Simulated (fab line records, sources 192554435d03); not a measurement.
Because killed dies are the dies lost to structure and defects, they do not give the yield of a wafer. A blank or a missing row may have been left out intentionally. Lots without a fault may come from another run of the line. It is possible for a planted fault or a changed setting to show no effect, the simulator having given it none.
Split-lot trial -- flow n5_finfet -- 39 wafers read from 7 lots, route of 1938 steps

== ABOUT THE SPLIT ==
At N5_MOL_CONTACT_COAG_ALD_123 (deposits SiNx, target thk 5 nm, pulse time 1 s, purge time 2 s), the setting ald_cycles was moved away from the recipe's 100 on 12 of the 39 wafers read, by -16.0% to +12.0%. The other wafers ran this setting at the recipe's value.

== FROM THE SPLIT TO THE READING: what the file shows between them, 4 steps ==
- N5_MOL_CONTACT_COAG_PECVD_31: deposits SiO2 from TEOS/O2, target thk 46 nm, time 8.9 s
- N5_MOL_CONTACT_COAG_COAT_75: time 60 s, resist thk 60 nm
- N5_MOL_CONTACT_COAG_STRIP_120: strips in CHF3
- N5_MOL_CONTACT_COAG_VIA_ETCH_117: etches SiO2 in C4F6/O2, target depth 40 nm, overetch 8 nm, time 26 s

== THE READING ==
etch.depth_nm (the simulator's own value, which no gauge read), in nm, at N5_MOL_CONTACT_COAG_ETCH_124 (etches SiNx in CH3F/O2, stops on SiOC, target depth 6.5 nm). There is no usual value for it anywhere in the file. Here, 27 wafers ran the recipe; their average is 5.021 nm with a standard deviation of 0.029 nm.

wafer,"tool, chamber at the split",ald_cycles as run,against the recipe,"etch.depth_nm, nm",against lot-mates on the recipe
L074.1,"ald_sin-01, 2,0,1",112,+12.0%,5.653,+0.610
L074.2,"ald_sin-01, 3,0,3",100,recipe,5.04,-
L074.3,"ald_sin-01, 2,0,1",112,+12.0%,5.641,+0.598
L074.4,"ald_sin-01, 2,0,1",112,+12.0%,5.625,+0.582
L074.5,"ald_sin-01, 3,0,3",100,recipe,5.042,-
L074.6,"ald_sin-01, 3,0,3",100,recipe,5.046,-
L077.1,"ald_sin-01, 1,2,0,3,1,2",100,recipe,5.024,-
L077.2,"ald_sin-01, 1,2,0,3,1,2",100,recipe,5.066,-
L077.3,"ald_sin-01, 1,2,0,3,1,2",100,recipe,5.018,-
L077.4,"ald_sin-01, 1,2,0,3,1,2",100,recipe,5.013,-
L077.5,"ald_sin-01, 1,2,0,3,1,2",100,recipe,5.027,-
L077.6,"ald_sin-01, 1,2,0,3,1,2",100,recipe,5.084,-
L078.1,"ald_sin-04, 0,2,1",100,recipe,5.011,-
L078.2,"ald_sin-04, 0,2,1",100,recipe,5.022,-
L078.3,"ald_sin-04, 0,2,1",100,recipe,4.985,-
L079.1,"ald_sin-03, 0,1,0",100,recipe,4.982,-
L079.2,"ald_sin-03, 0,1,0",100,recipe,4.992,-
L079.3,"ald_sin-03, 2,3,3",94,-6.0%,4.663,-0.313
L079.4,"ald_sin-03, 2,3,3",94,-6.0%,4.674,-0.302
L079.5,"ald_sin-03, 0,1,0",100,recipe,4.955,-
L079.6,"ald_sin-03, 2,3,3",94,-6.0%,4.668,-0.308
L084.1,"ald_sin-01, 3,0,2,1,3,0",100,recipe,5.011,-
L084.2,"ald_sin-01, 3,0,2,1,3,0",100,recipe,5.055,-
L084.3,"ald_sin-01, 3,0,2,1,3,0",100,recipe,5.039,-
L084.4,"ald_sin-01, 3,0,2,1,3,0",100,recipe,5.032,-
L084.5,"ald_sin-01, 3,0,2,1,3,0",100,recipe,5.036,-
L084.6,"ald_sin-01, 3,0,2,1,3,0",100,recipe,5.056,-
L087.1,"ald_sin-03, 1,0,3",100,recipe,5.035,-
L087.2,"ald_sin-03, 3,2,0",84,-16.0%,4.198,-0.809
L087.3,"ald_sin-03, 3,2,0",84,-16.0%,4.2,-0.807
L087.4,"ald_sin-03, 3,2,0",84,-16.0%,4.207,-0.800
L087.5,"ald_sin-03, 1,0,3",100,recipe,5.009,-
L087.6,"ald_sin-03, 1,0,3",100,recipe,4.978,-
L092.1,"ald_sin-01, 3,1,3",100,recipe,4.998,-
L092.2,"ald_sin-01, 3,1,3",100,recipe,4.991,-
L092.3,"ald_sin-01, 0,2,0",111,+11.0%,5.543,+0.543
L092.4,"ald_sin-01, 0,2,0",111,+11.0%,5.562,+0.562
L092.5,"ald_sin-01, 0,2,0",111,+11.0%,5.56,+0.560
L092.6,"ald_sin-01, 3,1,3",100,recipe,5.012,-
When a row names more than one chamber, that row covers several wafers, and the file does not tell which wafer ran in which chamber.

FIT RESULTS
A straight line over all 39 wafers: etch.depth_nm changes by +0.0512 nm for each +1% of ald_cycles; r = +1.00; the points scatter about the line by 0.029 nm.
The same after taking each lot's own level away (the mean of its wafers on the recipe; 39 wafers): +0.0503 nm for each +1%; r = +1.00; scatter 0.016 nm.
Per that fit: largest ald_cycles move, reading shift of 0.8 nm.
The span of the lots' own levels, 4.9763 to 5.0427 nm, comes to 2.3 times the standard deviation stated above.
So the lot-to-lot level changes the slope little: the two slopes agree.
Check: with one of the wafers moved furthest among these (-16.0%) left out of the fit, the line predicts -0.805 nm for it against its lot-mates. Against them it came out at -0.809 nm.

== THE WHOLE CHAIN: every reading that the file lists as answering this split, in the file's order ==
step,what it does,reading,change (the file's fit),r (the file's)
N5_MOL_CONTACT_COAG_ALD_123,"deposits SiNx, target thk 5 nm, pulse time 1 s, purge time 2 s","SiNx_of_MOL_CONTACT_COAG_ALD_123.thk_nm (the simulator's own value, which no gauge read)",+0.0521 nm for each +1% of the setting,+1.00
N5_MOL_CONTACT_COAG_ETCH_124,"etches SiNx in CH3F/O2, stops on SiOC, target depth 6.5 nm","etch.depth_nm (the simulator's own value, which no gauge read)",+0.0503 nm for each +1% of the setting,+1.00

== FILE'S OWN FIT ==
etch.depth_nm changes by +0.0503 nm for each +1% of ald_cycles, r = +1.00.
